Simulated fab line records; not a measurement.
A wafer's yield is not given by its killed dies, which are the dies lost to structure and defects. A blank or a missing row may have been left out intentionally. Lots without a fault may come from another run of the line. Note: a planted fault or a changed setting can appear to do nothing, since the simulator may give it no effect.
fab line records    flow n5_finfet
record lots=8  wafers=24  last_day=17
route steps=1938 shown BEOL_M4@1111 BEOL_M8@1349 PASSIVATION@1936
lots that met no fault: taken from a fault-free run of the same line
start_h: hours from the record's opening day to when the first of the lot's shown wafers began    wait_h: how many hours have passed since the lot's step before this one    " same as the row above    L1.1+2: a single row standing in for several wafers    - no value, or no start given    * or withheld: withheld    < > ~ a bound
route shown NAME@n: a module of which the file shows steps, and the number in the route of the first    usual: mean and standard deviation over wafers with no fault    same: alike in all rows    chamber/n: place in a boat    sites: per-site readings    _std_site: standard deviation across them    _edge_site: inner sites' mean taken away from outer sites' mean    radius_mm: for every site, how far away it sits from the centre of the wafer    mask NAME#n: copy n    behind: the tool/chamber that last shaped the wafer    hold: why the lot was held/for how many hours/how that ended    device: names the non-switching transistor (n, p or np)    end of line: tests run on the same wafers once the route is complete    a step given without rows: its recipe and nothing more    killed: dies that structure and defects cost at the first sort, which is not the same as the wafer's yield    map: shows each die of a wafer: x if killed, . if not, _ if none is there
set.NAME: the setting that was run; set.NAME@STEP: the one run at that earlier step    model.NAME: the simulator's own value behind a step, which no gauge read
one table for each step of the route and one row for each wafer, over a sample of lots
services: the hour from which a tool's chamber was out of use, counted from the record's first day as start_h (under 0 if before that day), plus the number of hours and why
## steps
# step N5_BEOL_M4_RC_MEAS_101
# usual DIBL_N=36.8/2.1  DIBL_P=37.1/2.2  IOFF_N=0.18/0.037  IOFF_P=0.23/0.041  ION_N=682/13  ION_P=467/8.6  SS_N=71.7/0.61  SS_P=73.5/0.6  VT_N=248/3.4  VT_P=-249/3.5
lot.wafer  tool       chamber  start_h  wait_h  DIBL_N[mV/V]  DIBL_P[mV/V]  IOFF_N[nA/um]  IOFF_P[nA/um]  ION_N[uA/um]  ION_P[uA/um]  SS_N[mV/dec]  SS_P[mV/dec]  VT_N[mV]  VT_P[mV]
L819.1     prober-01  0        205.60   0.0     37.9          37.5          0.18           0.21           657           445           72.1          73.3          250       -250
L819.2     "          0        "        "       37.7          38.5          0.18           0.22           675           456           71.6          73.6          247       -253
L819.6     "          0        "        "       36.2          37.0          0.14           0.19           659           449           71.4          72.8          253       -251
L822.2     prober-01  0        216.09   0.2     38.1          37.8          0.21           0.24           690           473           71.3          73.8          245       -247
L822.5     "          0        "        "       37.7          37.0          0.20           0.24           691           479           72.4          73.3          244       -249
L822.6     "          0        "        "       38.8          39.0          0.20           0.26           689           472           71.8          73.7          248       -248
L823.1     prober-02  0        233.88   0.0     37.8          39.9          0.21           0.22           706           474           71.9          74.5          246       -250
L823.2     "          0        "        "       39.9          42.8          0.27           0.27           712           475           72.3          74.2          241       -249
L823.5     "          0        "        "       37.2          39.6          0.21           0.21           691           470           71.8          73.7          246       -251
L824.2     prober-01  0        236.16   0.2     36.6          35.9          0.15           0.19           674           461           71.2          73.1          252       -253
L824.4     "          0        "        "       37.5          37.5          0.17           0.22           684           471           71.4          73.5          250       -250
L824.5     "          0        "        "       34.7          34.7          0.13           0.18           670           464           71.0          73.2          252       -253
L825.1     prober-02  0        238.63   0.0     38.2          39.1          0.23           0.24           708           473           72.0          74.2          243       -250
L825.2     "          0        "        "       36.6          37.1          0.19           0.20           692           464           71.0          73.8          247       -253
L825.6     "          0        "        "       36.7          35.9          0.18           0.18           680           456           72.0          73.8          249       -254
L833.3     prober-02  0        294.77   0.3     38.5          39.1          0.22           0.26           699           473           71.3          75.0          245       -248
L833.5     "          0        "        "       34.8          34.6          0.14           0.18           669           467           70.4          73.3          253       -249
L833.6     "          0        "        "       36.3          36.2          0.18           0.21           696           472           70.7          73.9          247       -251
L835.1     prober-01  0        296.41   0.0     35.1          37.3          0.16           0.20           677           466           70.8          72.6          249       -250
L835.4     "          0        "        "       35.8          37.5          0.16           0.20           684           464           71.4          73.9          250       -250
L835.5     "          0        "        "       37.7          41.0          0.22           0.26           690           468           71.8          74.3          247       -248
L834.3     prober-01  0        302.78   0.3     37.0          39.5          0.20           0.29           694           475           72.4          74.0          245       -242
L834.5     "          0        "        "       37.0          39.3          0.19           0.29           685           476           71.6          73.7          247       -242
L834.6     "          0        "        "       39.1          41.5          0.24           0.33           696           480           73.0          74.6          244       -242
# step N5_BEOL_M8_ETCH_61
# recipe chemistry=CF4  target=SiARC  target_depth_a=455  mask_material=CAR-ArF  time_s=75.8  ion_energy_ev=80  pressure_mtorr=40  source_w=545  bias_w=36  Ar_flow_sccm=100  cf4_flow_sccm=100  ends=cleared
# usual bias_w=35.99/0.11  cf4_flow_sccm=100.0/0.31  drypump_motor_current_A=5.6/0.42  etch_rf_on_time_s=75.1/1.7  mfc_ar_sccm=100.0/0.31  oes_product_au=0.68/0.074  rf_vpp_V=184.3/1.2  showerhead_plenum_p_Torr=2.15/0.066  throttle_valve_pct=15.66/0.24
lot.wafer  tool         chamber  start_h  wait_h  bias_w  cf4_flow_sccm  drypump_motor_current_A  etch_rf_on_time_s  mfc_ar_sccm  oes_product_au  rf_hours_counter_h  rf_vpp_V  showerhead_plenum_p_Torr  throttle_valve_pct
L819.1     rie_diel-03  1        238.79   0.0     36.01   100.3          6.2                      71.4               100.5        0.60            254                 183.0     2.12                      16.20
L819.2     "            3        "        "       35.77   100.1          6.2                      74.8               99.8         0.69            104                 183.9     2.17                      15.50
L819.6     "            3        "        "       35.86   99.9           6.2                      75.2               100.0        0.69            -                   183.5     2.16                      15.47
L822.2     rie_diel-03  2        247.34   0.0     35.79   99.6           5.5                      76.7               99.8         0.63            160                 184.9     2.22                      15.77
L822.5     "            3        "        "       35.93   99.8           6.2                      74.3               100.2        0.70            -                   184.7     2.16                      15.50
L822.6     "            0        "        "       36.01   100.0          5.4                      72.6               99.7         0.87            -                   187.1     2.28                      15.27
L824.2     rie_diel-03  0        267.83   0.0     35.99   100.4          5.4                      72.5               99.7         0.83            14                  188.0     2.27                      15.28
L824.4     "            2        "        "       36.10   99.6           5.5                      76.6               100.1        0.62            171                 185.5     2.22                      15.78
L824.5     "            1        "        "       36.08   99.6           6.2                      71.7               100.2        0.83            -                   182.3     2.12                      15.73
L823.1     rie_diel-06  2        269.27   0.0     36.07   99.4           5.4                      74.6               100.1        0.76            47                  186.0     2.26                      15.22
L823.2     "            3        "        "       35.93   99.9           4.9                      77.1               99.9         0.74            41                  183.7     2.09                      15.73
L823.5     "            2        "        "       36.08   100.2          5.4                      74.1               99.8         0.77            -                   184.8     2.26                      15.22
L825.1     rie_diel-02  2        272.93   0.0     36.23   100.0          5.8                      75.3               100.2        0.70            83                  183.8     2.08                      15.62
L825.2     "            0        "        "       36.16   99.7           5.2                      74.2               100.0        0.75            59                  183.1     2.09                      15.49
L825.6     "            1        "        "       35.98   99.6           6.2                      73.9               99.8         0.63            -                   184.4     2.14                      15.78
L833.3     rie_diel-02  3        323.15   0.0     36.00   99.7           5.1                      76.0               100.3        0.66            111                 184.8     2.16                      15.64
L833.5     "            2        "        "       36.00   99.6           5.7                      75.2               100.1        0.69            -                   184.2     2.07                      15.66
L833.6     "            3        "        "       35.81   99.9           5.1                      75.8               99.8         0.66            -                   184.0     2.16                      15.65
L835.1     rie_diel-06  3        328.68   0.0     36.02   99.9           4.9                      77.5               100.3        0.70            65                  182.0     2.08                      15.78
L835.4     "            3        "        "       36.07   100.1          4.9                      77.5               100.0        0.71            -                   182.7     2.08                      15.76
L835.5     "            2        "        "       36.16   99.3           5.4                      75.0               100.1        0.73            -                   185.6     2.26                      15.27
L834.3     rie_diel-03  0        335.25   0.0     35.80   100.1          5.4                      74.1               99.6         0.78            37                  186.1     2.27                      15.33
L834.5     "            2        "        "       35.76   100.2          5.5                      77.7               100.1        0.61            -                   185.4     2.21                      15.80
L834.6     "            1        "        "       35.93   100.0          6.2                      72.6               99.6         0.78            -                   182.7     2.11                      15.78
# step N5_BEOL_M8_STRIP_36
# recipe chemistry=N2/H2  power_w=450  temp_c=40  pressure_mtorr=20  rf_frequency_hz=6e+07  overash_fraction=0.3  bias_power_w=7  h2_frac=0.5  n2_flow_sccm=200  h2_flow_sccm=200
# usual drypump_motor_current_A=5.5/0.41  oes_product_au=0.80/0.085  rf_vpp_V=59.1/1.3  showerhead_plenum_p_Torr=2.55/0.081  throttle_valve_pct=23.75/0.24
lot.wafer  tool         chamber  start_h  wait_h  drypump_motor_current_A  oes_product_au  rf_hours_counter_h  rf_vpp_V  showerhead_plenum_p_Torr  throttle_valve_pct
L819.1     rie_diel-02  0        239.99   0.0     5.2                      0.89            45                  60.3      2.48                      23.68
L819.2     "            1        "        "       6.2                      0.73            146                 59.4      2.56                      23.77
L819.6     "            2        "        "       5.8                      0.84            -                   59.8      2.46                      23.78
L822.2     rie_diel-03  0        249.47   0.0     5.4                      1.01            5                   58.6      2.70                      23.24
L822.5     "            0        "        "       5.4                      1.02            -                   60.4      2.70                      23.27
L822.6     "            3        "        "       6.2                      0.81            -                   60.4      2.57                      23.59
L824.2     rie_diel-06  1        269.07   0.0     5.3                      0.67            224                 58.9      2.62                      24.14
L824.4     "            2        "        "       5.4                      0.87            47                  59.6      2.69                      23.51
L824.5     "            1        "        "       5.3                      0.67            -                   59.2      2.62                      24.16
L823.1     rie_diel-03  2        271.61   0.0     5.5                      0.74            172                 59.8      2.64                      24.00
L823.2     "            1        "        "       6.2                      0.94            7                   56.6      2.50                      24.15
L823.5     "            1        "        "       6.2                      0.94            -                   60.5      2.50                      24.13
L825.1     rie_diel-02  3        276.16   0.0     5.1                      0.77            95                  59.2      2.56                      23.81
L825.2     "            2        "        "       5.7                      0.82            84                  59.3      2.45                      23.77
L825.6     "            1        "        "       6.2                      0.72            -                   60.0      2.55                      23.82
L833.3     rie_diel-06  0        324.52   0.0     5.8                      1.00            0                   59.8      2.51                      23.11
L833.5     "            2        "        "       5.4                      0.84            -                   59.1      2.68                      23.50
L833.6     "            1        "        "       5.3                      0.66            -                   58.8      2.61                      24.19
L835.1     rie_diel-06  3        330.41   0.0     4.9                      0.84            65                  59.9      2.45                      23.67
L835.4     "            1        "        "       5.4                      0.66            246                 58.4      2.61                      24.16
L835.5     "            2        "        "       5.4                      0.84            -                   60.1      2.68                      23.51
L834.3     rie_diel-02  3        336.46   0.0     5.1                      0.76            115                 56.9      2.55                      23.83
L834.5     "            3        "        "       5.1                      0.76            -                   57.1      2.55                      23.85
L834.6     "            2        "        "       5.8                      0.80            -                   60.1      2.45                      23.85
# step N5_BEOL_M8_ETCH_41
# recipe chemistry=CH3F/O2  target=SiCN  target_depth_a=319  taper_deg=2  time_s=57.8  ion_energy_ev=120  mask_material=TiN  pressure_mtorr=30  source_w=395  bias_w=75  Ar_flow_sccm=150  CH3F_flow_sccm=30  O2_flow_sccm=20
# usual CH3F_flow_sccm=30.00/0.087  O2_flow_sccm=19.99/0.058  drypump_motor_current_A=5.5/0.41  mfc_ar_sccm=150.0/0.47  oes_product_au=0.81/0.083  rf_vpp_V=297.6/1.4  showerhead_plenum_p_Torr=2.01/0.061  throttle_valve_pct=16.35/0.23
lot.wafer  tool         chamber  start_h  wait_h  CH3F_flow_sccm  O2_flow_sccm  drypump_motor_current_A  mfc_ar_sccm  oes_product_au  rf_hours_counter_h  rf_vpp_V  showerhead_plenum_p_Torr  throttle_valve_pct
L819.1     rie_diel-02  0        240.06   -       29.99           19.92         5.2                      149.7        0.90            45                  297.4     1.96                      16.25
L819.2     "            1        "        "       30.14           19.95         6.2                      150.6        0.75            146                 298.4     1.99                      16.40
L819.6     "            2        "        "       29.92           19.98         5.7                      149.7        0.84            -                   295.2     1.95                      16.40
L822.2     rie_diel-03  0        249.54   -       29.96           20.03         5.4                      150.9        1.00            5                   299.0     2.13                      15.96
L822.5     "            0        "        "       29.94           20.09         5.4                      150.2        1.01            -                   300.5     2.13                      15.96
L822.6     "            3        "        "       29.90           19.98         6.2                      149.9        0.80            -                   298.8     2.01                      16.16
L824.2     rie_diel-06  1        269.14   -       -               -             -                        -            -               -                   -         -                         -
L824.4     "            2        "        "       -               -             -                        -            -               -                   -         -                         -
L824.5     "            1        "        "       -               -             -                        -            -               -                   -         -                         -
L823.1     rie_diel-03  2        271.68   -       -               -             -                        -            -               -                   -         -                         -
L823.2     "            1        "        "       -               -             -                        -            -               -                   -         -                         -
L823.5     "            1        "        "       -               -             -                        -            -               -                   -         -                         -
L825.1     rie_diel-02  3        276.24   -       -               -             -                        -            -               -                   -         -                         -
L825.2     "            2        "        "       -               -             -                        -            -               -                   -         -                         -
L825.6     "            1        "        "       -               -             -                        -            -               -                   -         -                         -
L833.3     rie_diel-06  0        324.59   -       30.13           19.96         5.8                      149.2        0.96            0                   297.0     1.97                      15.86
L833.5     "            2        "        "       30.04           19.97         5.4                      149.4        0.86            -                   299.9     2.11                      15.98
L833.6     "            1        "        "       29.96           19.91         5.4                      149.8        0.67            -                   298.8     2.06                      16.77
L835.1     rie_diel-06  3        330.49   -       30.03           19.97         4.9                      149.5        0.82            65                  296.5     1.93                      16.45
L835.4     "            1        "        "       29.86           19.97         5.4                      150.3        0.67            246                 298.9     2.06                      16.76
L835.5     "            2        "        "       30.09           20.02         5.4                      151.1        0.86            -                   300.3     2.11                      15.98
L834.3     rie_diel-02  3        336.53   -       30.20           20.06         5.1                      150.6        0.76            115                 296.3     2.02                      16.37
L834.5     "            3        "        "       30.12           20.15         5.1                      150.5        0.76            -                   296.7     2.02                      16.37
L834.6     "            2        "        "       29.93           20.03         5.7                      150.0        0.80            -                   297.8     1.94                      16.46
# step N5_BEOL_M8_DEGAS_44
# recipe ambient=vacuum  temp_c=250  time_s=60
# usual heater_power_w=336/35
lot.wafer  tool            chamber  start_h  wait_h  heater_power_w
L819.1     pvd_sputter-03  -        240.86   0.4     353
L819.2     "               -        "        "       307
L819.6     "               -        "        "       313
L822.2     pvd_sputter-02  -        250.34   0.3     349
L822.5     "               -        "        "       377
L822.6     "               -        "        "       362
L824.2     pvd_sputter-03  -        271.41   1.7     306
L824.4     "               -        "        "       289
L824.5     "               -        "        "       304
L823.1     pvd_sputter-02  -        273.27   1.1     294
L823.2     "               -        "        "       346
L823.5     "               -        "        "       372
L825.1     pvd_sputter-03  -        277.11   0.3     297
L825.2     "               -        "        "       309
L825.6     "               -        "        "       303
L833.3     pvd_sputter-03  -        325.24   0.2     342
L833.5     "               -        "        "       297
L833.6     "               -        "        "       295
L835.1     pvd_sputter-03  -        331.27   0.4     286
L835.4     "               -        "        "       303
L835.5     "               -        "        "       299
L834.3     pvd_sputter-01  -        337.23   0.2     389
L834.5     "               -        "        "       399
L834.6     "               -        "        "       379
# step N5_PASSIVATION_PROBE_49
# usual defect_limited_yield=91.0/1.4  killed_at_M0_to_M3=35/10  killed_at_M4_up=13/6  killed_at_contacts=13/6.4  killed_at_front_end=42/12  killed_at_other=3.2/2.4  killed_dies=107/17  killed_on_rim=15/4.1  killed_open=69/13  killed_short=33/7.3  sort_bin_5_function=5.3/0.92  sort_bin_6_memory=3.3/0.66  sort_n_pass=1073/17  sort_yield_pct=90.9/1.4
# same gross_dies=1180  killed_at_back_side=0  sort_bin_4_leakage[%]=0  sort_bin_8_speed[%]=0
lot.wafer  tool       chamber  start_h  wait_h  defect_limited_yield[%]  killed_at_M0_to_M3  killed_at_M4_up  killed_at_contacts  killed_at_front_end  killed_at_other  killed_dies  killed_on_rim  killed_open  killed_short  sort_bin_5_function[%]  sort_bin_6_memory[%]  sort_n_pass  sort_yield_pct[%]
L822.2     prober-02  -        319.21   0.1     90.2                     37                  11               17                  49                   2                116          16             74           38            5.6                     3.6                   1064         90.2
L822.5     prober-02  -        319.36   0.2     89.7                     45                  10               8                   56                   2                121          20             81           33            7.3                     2.7                   1059         89.7
L822.6     prober-02  -        319.41   0.3     90.3                     57                  7                15                  32                   3                114          19             66           40            6.4                     3.0                   1066         90.3
L824.2     prober-01  -        334.07   0.1     0                        18                  1120             10                  32                   0                1180         152            50           15            97.6                    2.4                   0            0
L824.4     prober-01  -        334.17   0.2     0                        26                  1110             11                  31                   2                1180         152            55           22            97.3                    2.5                   0            0
L824.5     prober-01  -        334.22   0.2     0                        33                  1103             5                   38                   1                1180         152            62           29            97.1                    2.9                   0            0
L823.1     prober-01  -        337.72   0.0     0                        42                  1083             16                  36                   3                1180         152            82           33            96.0                    3.6                   0            0
L823.2     prober-01  -        337.77   0.1     0                        28                  1109             15                  27                   1                1180         152            52           25            97.5                    2.4                   0            0
L823.5     prober-01  -        337.92   0.2     0                        32                  1078             19                  51                   0                1180         152            78           43            96.4                    3.2                   0            0
L825.1     prober-01  -        353.77   0.0     0                        26                  1107             11                  34                   2                1180         152            54           31            97.2                    2.5                   0            0
L825.2     prober-01  -        353.82   0.1     0                        16                  1102             7                   52                   3                1180         152            58           23            97.2                    2.5                   0            0
L825.6     prober-01  -        354.02   0.3     0                        36                  1115             7                   22                   0                1180         152            50           24            96.8                    3.1                   0            0
L835.1     prober-02  -        409.21   0.0     93.0                     33                  8                17                  22                   3                83           13             60           21            3.1                     3.5                   1097         93.0
L835.4     prober-02  -        409.36   0.2     92.0                     41                  5                17                  27                   4                94           14             59           34            5.1                     2.5                   1086         92.0
L835.5     prober-02  -        409.41   0.2     91.8                     25                  13               14                  42                   3                97           7              63           32            4.7                     2.7                   1083         91.8
# killed by level:class
L822.2 MOL_CONTACT_COAG:geometric_particle:open=16 STI_FIN_REVEAL:geometric_particle:open=13 BEOL_M0_SAQP:geometric_particle:open=10 STI_FIN_REVEAL:geometric_particle:short=8 BEOL_M0_SAQP:geometric_particle:short=8 FIN_SAQP:geometric_particle:open=7 GATE_CUT:geometric_particle:short=5 BEOL_M3:geometric_particle:open=5
L822.5 BEOL_M0_SAQP:geometric_particle:open=11 STI_FIN_REVEAL:geometric_particle:open=11 FIN_SAQP:geometric_particle:open=10 DUMMY_GATE:geometric_particle:open=9 BEOL_M3:geometric_particle:open=9 BEOL_M2:geometric_particle:open=7 MOL_CONTACT_COAG:geometric_particle:open=6 FIN_SAQP:geometric_particle:short=5
L822.6 BEOL_M0_SAQP:geometric_particle:short=16 BEOL_M3:geometric_particle:open=16 BEOL_M0_SAQP:geometric_particle:open=10 BEOL_M2:geometric_particle:open=8 MOL_CONTACT_COAG:geometric_particle:open=7 FIN_SAQP:geometric_particle:open=6 STI_FIN_REVEAL:geometric_particle:open=5 FIN_SAQP:geometric_particle:short=4
L824.2 BEOL_M8:area_etch=1111 FIN_SAQP:geometric_particle:open=11 MOL_CONTACT_COAG:geometric_particle:open=9 FIN_SAQP:geometric_particle:short=5 STARTING-WAFER:geometric_particle:open=5 BEOL_M0_SAQP:geometric_particle:open=4 BEOL_M0_SAQP:geometric_particle:short=4 BEOL_M1:geometric_particle:open=3
L824.4 BEOL_M8:area_etch=1102 MOL_CONTACT_COAG:geometric_particle:open=9 FIN_SAQP:geometric_particle:open=8 DUMMY_GATE:geometric_particle:open=7 BEOL_M0_SAQP:geometric_particle:short=7 BEOL_M1:geometric_particle:open=5 BEOL_M0_SAQP:geometric_particle:open=4 BEOL_M2:geometric_particle:open=4
L824.5 BEOL_M8:area_etch=1087 FIN_SAQP:geometric_particle:open=17 BEOL_M1:geometric_particle:open=11 FIN_SAQP:geometric_particle:short=9 BEOL_M0_SAQP:geometric_particle:open=8 BEOL_M4:geometric_particle:open=7 GATE_CUT:geometric_particle:short=5 BEOL_M0_SAQP:geometric_particle:short=4
L823.1 BEOL_M8:area_etch=1062 BEOL_M0_SAQP:geometric_particle:open=21 FIN_SAQP:geometric_particle:open=16 BEOL_M4:geometric_particle:open=14 BEOL_M0_SAQP:geometric_particle:short=13 MOL_CONTACT_COAG:geometric_particle:open=9 MOL_CONTACT_COAG:geometric_particle:short=7 FIN_SAQP:geometric_particle:short=4
L823.2 BEOL_M8:area_etch=1101 MOL_CONTACT_COAG:geometric_particle:open=14 BEOL_M0_SAQP:geometric_particle:short=8 BEOL_M0_SAQP:geometric_particle:open=8 BEOL_M4:geometric_particle:open=5 BEOL_M1:geometric_particle:open=4 FIN_SAQP:geometric_particle:open=3 FIN_SAQP:geometric_particle:short=3
L823.5 BEOL_M8:area_etch=1059 MOL_CONTACT_COAG:geometric_particle:open=18 BEOL_M4:geometric_particle:open=14 BEOL_M0_SAQP:geometric_particle:short=12 FIN_SAQP:geometric_particle:open=11 BEOL_M0_SAQP:geometric_particle:open=11 FIN_SAQP:geometric_particle:short=10 DUMMY_GATE:geometric_particle:open=7
L825.1 BEOL_M8:area_etch=1094 BEOL_M4:geometric_particle:open=9 DUMMY_GATE:geometric_particle:open=8 FIN_SAQP:geometric_particle:short=7 MOL_CONTACT_COAG:geometric_particle:open=7 STI_FIN_REVEAL:geometric_particle:open=6 BEOL_M0_SAQP:geometric_particle:open=6 BEOL_M2:geometric_particle:open=5
L825.2 BEOL_M8:area_etch=1096 STI_FIN_REVEAL:geometric_particle:open=18 DUMMY_GATE:geometric_particle:open=6 MOL_CONTACT_COAG:geometric_particle:open=6 FIN_SAQP:geometric_particle:open=4 STI_FIN_REVEAL:geometric_particle:short=4 ILD0:geometric_particle:short=4 GATE_CUT:geometric_particle:short=4
L825.6 BEOL_M8:area_etch=1105 STI_FIN_REVEAL:geometric_particle:open=9 BEOL_M0_SAQP:geometric_particle:short=8 BEOL_M0_SAQP:geometric_particle:open=7 BEOL_M4:geometric_particle:open=7 BEOL_M2:geometric_particle:open=7 BEOL_M3:geometric_particle:open=7 MOL_CONTACT_COAG:geometric_particle:open=4
L835.1 MOL_CONTACT_COAG:geometric_particle:open=13 BEOL_M0_SAQP:geometric_particle:open=11 STI_FIN_REVEAL:geometric_particle:open=5 BEOL_M4:geometric_particle:open=5 BEOL_M3:geometric_particle:open=4 MOL_CONTACT_COAG:geometric_particle:short=4 BEOL_M0_SAQP:geometric_particle:short=4 BEOL_M0:geometric_particle:open=4
L835.4 MOL_CONTACT_COAG:geometric_particle:open=13 BEOL_M0_SAQP:geometric_particle:open=10 BEOL_M0_SAQP:geometric_particle:short=7 GATE_CUT:geometric_particle:short=6 BEOL_M2:geometric_particle:open=5 BEOL_M3:geometric_particle:open=5 BEOL_M3:geometric_particle:short=5 MOL_CONTACT_COAG:geometric_particle:short=4
L835.5 STI_FIN_REVEAL:geometric_particle:open=13 MOL_CONTACT_COAG:geometric_particle:open=11 BEOL_M2:geometric_particle:open=8 FIN_SAQP:geometric_particle:open=7 BEOL_M4:geometric_particle:open=6 STARTING-WAFER:geometric_particle:open=5 FIN_SAQP:geometric_particle:short=4 GATE_CUT:geometric_particle:short=4
## services
tool         chamber  start_h  hours  kind
rie_diel-03  0        221.15   -      clean
rie_diel-03  0        221.15   -      consumable_replace:focus_ring
rie_diel-03  0        221.15   -      consumable_replace:showerhead
rie_diel-03  0        221.15   18.5   scheduled_down
rie_diel-03  0        221.15   18.5   vent_cycle
rie_diel-03  1        239.65   -      clean
rie_diel-03  1        239.65   -      consumable_replace:focus_ring
rie_diel-03  1        239.65   15.2   scheduled_down
rie_diel-03  1        239.65   15.2   vent_cycle
rie_diel-06  -        246.45   15.6   pm
rie_diel-03  1        272.43   3.8    repair
rie_diel-06  0        299.85   -      clean
rie_diel-06  0        299.85   -      consumable_replace:esc
rie_diel-06  0        299.85   -      consumable_replace:focus_ring
rie_diel-06  0        299.85   24.4   scheduled_down
rie_diel-06  0        299.85   24.4   vent_cycle
rie_diel-06  1        325.72   3.3    repair
rie_diel-06  0        334.10   3.4    repair
rie_diel-06  3        336.91   10.0   repair
## key
first_sign step=N5_BEOL_M8_ETCH_41  reading=tool_record  direction=missing
effect step=N5_PASSIVATION_PROBE_49  reading=killed_at_M4_up  direction=up  sigmas=99+  usual=13  struck=1103
more_kills_born_at N5_BEOL_M8_ETCH_41@rie_diel-06=3300  N5_BEOL_M8_ETCH_41@rie_diel-02=3295  N5_BEOL_M8_ETCH_41@rie_diel-03=3222
met_at N5_BEOL_M8_ETCH_41
struck_lots L823,L824,L825
later_rows_left_out L823.1,L823.2,L823.5,L824.2,L824.4,L824.5,L825.1,L825.2,L825.6
not_acting_at N5_BEOL_M8_ETCH_61,N5_BEOL_M8_STRIP_36,N5_BEOL_M8_DEGAS_44
onset_between 249.54 269.14
fault kind=skipped_step_whole  tool=rie_diel-02,rie_diel-03,rie_diel-06  chamber=-  onset_h=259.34  steps=N5_BEOL_M8_ETCH_41  scope=struck_lots_only
# later_rows_left_out: the simulator's readings of these wafers behind a module that went badly wrong aren't trusted and aren't shown, but for the sort
